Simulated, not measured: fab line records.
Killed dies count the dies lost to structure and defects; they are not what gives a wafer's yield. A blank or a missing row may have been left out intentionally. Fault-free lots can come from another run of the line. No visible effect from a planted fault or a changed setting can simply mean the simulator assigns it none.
Matching of chambers / flow nandHarc / NHARC_P_M1_STRIP_18 on rieDiel-09: 4 sister chambers
The step strips in N2/H2. 30 wafers are shown with their chamber, then 12 later ones without.

== WAFERS, EACH WITH ITS CHAMBER ==
wafer=L074.2; chamber=3; drypumpMotorCurrentA (A)=6.1; showerheadPlenumPTorr (Torr)=2.21; oesProductAu (a.u.)=1.011
wafer=L074.3; chamber=0; drypumpMotorCurrentA (A)=5.4; showerheadPlenumPTorr (Torr)=2.05; oesProductAu (a.u.)=0.989
wafer=L074.6; chamber=0; drypumpMotorCurrentA (A)=5.4; showerheadPlenumPTorr (Torr)=2.05; oesProductAu (a.u.)=0.988
wafer=L075.3; chamber=0; drypumpMotorCurrentA (A)=5.5; showerheadPlenumPTorr (Torr)=2.05; oesProductAu (a.u.)=0.986
wafer=L075.4; chamber=2; drypumpMotorCurrentA (A)=6.1; showerheadPlenumPTorr (Torr)=2.15; oesProductAu (a.u.)=0.980
wafer=L075.6; chamber=1; drypumpMotorCurrentA (A)=5.8; showerheadPlenumPTorr (Torr)=2.13; oesProductAu (a.u.)=1.005
wafer=L077.1; chamber=2; drypumpMotorCurrentA (A)=6.1; showerheadPlenumPTorr (Torr)=2.15; oesProductAu (a.u.)=0.996
wafer=L077.4; chamber=0; drypumpMotorCurrentA (A)=5.5; showerheadPlenumPTorr (Torr)=2.05; oesProductAu (a.u.)=0.998
wafer=L077.5; chamber=3; drypumpMotorCurrentA (A)=6.1; showerheadPlenumPTorr (Torr)=2.21; oesProductAu (a.u.)=1.016
wafer=L078.1; chamber=0; drypumpMotorCurrentA (A)=5.5; showerheadPlenumPTorr (Torr)=2.04; oesProductAu (a.u.)=1.000
wafer=L078.3; chamber=2; drypumpMotorCurrentA (A)=6.1; showerheadPlenumPTorr (Torr)=2.15; oesProductAu (a.u.)=1.003
wafer=L078.5; chamber=3; drypumpMotorCurrentA (A)=6.1; showerheadPlenumPTorr (Torr)=2.20; oesProductAu (a.u.)=1.031
wafer=L080.1; chamber=2; drypumpMotorCurrentA (A)=6.1; showerheadPlenumPTorr (Torr)=2.15; oesProductAu (a.u.)=0.992
wafer=L080.2; chamber=1; drypumpMotorCurrentA (A)=5.8; showerheadPlenumPTorr (Torr)=2.13; oesProductAu (a.u.)=0.988
wafer=L080.5; chamber=2; drypumpMotorCurrentA (A)=6.1; showerheadPlenumPTorr (Torr)=2.15; oesProductAu (a.u.)=0.983
wafer=L083.2; chamber=3; drypumpMotorCurrentA (A)=6.1; showerheadPlenumPTorr (Torr)=2.20; oesProductAu (a.u.)=1.034
wafer=L083.3; chamber=2; drypumpMotorCurrentA (A)=6.1; showerheadPlenumPTorr (Torr)=2.14; oesProductAu (a.u.)=1.001
wafer=L083.4; chamber=0; drypumpMotorCurrentA (A)=5.4; showerheadPlenumPTorr (Torr)=2.04; oesProductAu (a.u.)=1.002
wafer=L084.1; chamber=2; drypumpMotorCurrentA (A)=6.1; showerheadPlenumPTorr (Torr)=2.14; oesProductAu (a.u.)=1.003
wafer=L084.2; chamber=3; drypumpMotorCurrentA (A)=6.1; showerheadPlenumPTorr (Torr)=2.20; oesProductAu (a.u.)=1.022
wafer=L084.6; chamber=2; drypumpMotorCurrentA (A)=6.1; showerheadPlenumPTorr (Torr)=2.14; oesProductAu (a.u.)=0.992
wafer=L085.3; chamber=0; drypumpMotorCurrentA (A)=5.5; showerheadPlenumPTorr (Torr)=2.04; oesProductAu (a.u.)=1.003
wafer=L085.4; chamber=3; drypumpMotorCurrentA (A)=6.1; showerheadPlenumPTorr (Torr)=2.20; oesProductAu (a.u.)=1.020
wafer=L085.5; chamber=3; drypumpMotorCurrentA (A)=6.1; showerheadPlenumPTorr (Torr)=2.20; oesProductAu (a.u.)=1.022
wafer=L090.1; chamber=3; drypumpMotorCurrentA (A)=6.1; showerheadPlenumPTorr (Torr)=2.20; oesProductAu (a.u.)=1.005
wafer=L090.4; chamber=1; drypumpMotorCurrentA (A)=5.8; showerheadPlenumPTorr (Torr)=2.13; oesProductAu (a.u.)=0.991
wafer=L090.5; chamber=3; drypumpMotorCurrentA (A)=6.1; showerheadPlenumPTorr (Torr)=2.20; oesProductAu (a.u.)=1.021
wafer=L091.1; chamber=2; drypumpMotorCurrentA (A)=6.1; showerheadPlenumPTorr (Torr)=2.14; oesProductAu (a.u.)=0.991
wafer=L091.3; chamber=1; drypumpMotorCurrentA (A)=5.8; showerheadPlenumPTorr (Torr)=2.13; oesProductAu (a.u.)=0.991
wafer=L091.4; chamber=3; drypumpMotorCurrentA (A)=6.1; showerheadPlenumPTorr (Torr)=2.20; oesProductAu (a.u.)=1.020

SIGNATURES (averages over the wafers above)
reading=drypumpMotorCurrentA; chamber 0=5.457; chamber 1=5.800; chamber 2=6.100; chamber 3=6.100; scatter within a chamber=0.0257
reading=showerheadPlenumPTorr; chamber 0=2.0457; chamber 1=2.1300; chamber 2=2.1456; chamber 3=2.2020; scatter within a chamber=0.00461
reading=oesProductAu; chamber 0=0.99514; chamber 1=0.99375; chamber 2=0.99344; chamber 3=1.02020; scatter within a chamber=0.00804
Rule: a wafer lies at a distance from a chamber equal to the root of the sum of squares, over the readings, of (its reading less the chamber's mean, divided by the reading's scatter). The wafer belongs to the nearest chamber; if the next one is less than 2 further off, it can't be placed. The scatter: take each reading less its chamber's mean, square it, sum over the shown wafers, divide by the number of wafers less the number of chambers, and take the root.

== WAFERS MISSING THEIR CHAMBER ==
wafer=L092.2; drypumpMotorCurrentA (A)=6.1; showerheadPlenumPTorr (Torr)=2.20; oesProductAu (a.u.)=1.016
wafer=L092.3; drypumpMotorCurrentA (A)=5.9; showerheadPlenumPTorr (Torr)=2.13; oesProductAu (a.u.)=0.986
wafer=L092.4; drypumpMotorCurrentA (A)=6.1; showerheadPlenumPTorr (Torr)=2.14; oesProductAu (a.u.)=0.999
wafer=L095.2; drypumpMotorCurrentA (A)=6.1; showerheadPlenumPTorr (Torr)=2.20; oesProductAu (a.u.)=0.999
wafer=L095.5; drypumpMotorCurrentA (A)=6.1; showerheadPlenumPTorr (Torr)=2.20; oesProductAu (a.u.)=1.004
wafer=L095.6; drypumpMotorCurrentA (A)=6.1; showerheadPlenumPTorr (Torr)=2.14; oesProductAu (a.u.)=0.996
wafer=L096.1; drypumpMotorCurrentA (A)=6.1; showerheadPlenumPTorr (Torr)=2.14; oesProductAu (a.u.)=1.010
wafer=L096.3; drypumpMotorCurrentA (A)=5.8; showerheadPlenumPTorr (Torr)=2.13; oesProductAu (a.u.)=1.010
wafer=L096.6; drypumpMotorCurrentA (A)=5.8; showerheadPlenumPTorr (Torr)=2.13; oesProductAu (a.u.)=0.995
wafer=L097.1; drypumpMotorCurrentA (A)=6.1; showerheadPlenumPTorr (Torr)=2.14; oesProductAu (a.u.)=0.988
wafer=L097.2; drypumpMotorCurrentA (A)=6.1; showerheadPlenumPTorr (Torr)=2.20; oesProductAu (a.u.)=1.020
wafer=L097.3; drypumpMotorCurrentA (A)=5.8; showerheadPlenumPTorr (Torr)=2.13; oesProductAu (a.u.)=1.003

== THE CHAMBER EACH PASSED THROUGH ==
wafer=L092.2; from the rows above=3; in truth=3
wafer=L092.3; from the rows above=1; in truth=1
wafer=L092.4; from the rows above=2; in truth=2
wafer=L095.2; from the rows above=3; in truth=3
wafer=L095.5; from the rows above=3; in truth=3
wafer=L095.6; from the rows above=2; in truth=2
wafer=L096.1; from the rows above=2; in truth=2
wafer=L096.3; from the rows above=1; in truth=1
wafer=L096.6; from the rows above=1; in truth=1
wafer=L097.1; from the rows above=2; in truth=2
wafer=L097.2; from the rows above=3; in truth=3
wafer=L097.3; from the rows above=1; in truth=1
Correct placement for 12 of the 12. Number that these rows cannot place: 0. Placed wrongly: 0.
